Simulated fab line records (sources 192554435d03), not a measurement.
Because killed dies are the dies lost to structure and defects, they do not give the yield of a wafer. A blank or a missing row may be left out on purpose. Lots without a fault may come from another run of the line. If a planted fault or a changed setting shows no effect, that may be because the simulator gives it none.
Chamber matching -- flow n5-finfet -- ald-sin-01 running N5_BEOL_M0_SAQP_SPACER1_ALD_98: 4 sister chambers
The step deposits SiO2, target thk 12.8 nm, pulse time 1 s, purge time 2 s. 18 wafers are shown with their chamber, then 9 later ones without.

== WAFERS WITH THEIR CHAMBER ==
wafer,chamber,heater-power-w (W),precursor-pulse-height-rel
L074.2,1,558,1.009
L074.3,2,393,1.006
L074.6,2,403,0.988
L080.1,2,404,1.010
L080.3,3,428,0.996
L080.5,2,409,1.025
L081.2,1,570,1.019
L081.3,2,392,1.012
L081.6,3,424,0.972
L086.1,2,409,0.998
L086.3,0,547,1.009
L086.5,2,403,1.015
L087.2,3,429,1.025
L087.4,0,538,1.016
L087.5,0,555,1.027
L088.1,2,410,1.050
L088.2,3,436,0.991
L088.4,1,577,1.011

SIGNATURES, as means of the wafers listed above
reading,chamber 0,chamber 1,chamber 2,chamber 3,scatter within a chamber
heater-power-w,546.67,568.33,402.88,429.25,7.3
precursor-pulse-height-rel,1.01733,1.01300,1.01300,0.99600,0.0171
Rule: for a wafer and a chamber, the distance is found by dividing, reading by reading, the gap between the wafer's reading and the chamber's mean by the reading's scatter, squaring, summing and taking the root. If the next closest chamber is less than 2 further off than the closest, the wafer can't be placed; otherwise it belongs to the closest. How the scatter is found: for the shown wafers, subtract from each reading the mean of its chamber, square and add these, divide the total by (wafers less chambers), then take the root.

== WAFERS MISSING THEIR CHAMBER ==
wafer,heater-power-w (W),precursor-pulse-height-rel
L089.1,402,1.015
L089.5,421,0.989
L089.6,403,0.999
L092.4,561,0.969
L092.5,421,0.982
L092.6,398,1.003
L095.2,411,1.013
L095.4,570,0.962
L095.6,409,1.015

== CHAMBER TAKEN BY EACH ==
wafer,from the rows above,in truth
L089.1,2,2
L089.5,can't be placed: 3 or 2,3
L089.6,2,2
L092.4,can't be placed: 1 or 0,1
L092.5,can't be placed: 3 or 2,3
L092.6,2,2
L095.2,can't be placed: 2 or 3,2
L095.4,can't be placed: 1 or 0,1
L095.6,2,2
4 of 9 placed correctly. Can't be placed from these rows: 5 (the true chamber is among the candidates in 5). Wrongly placed: 0.
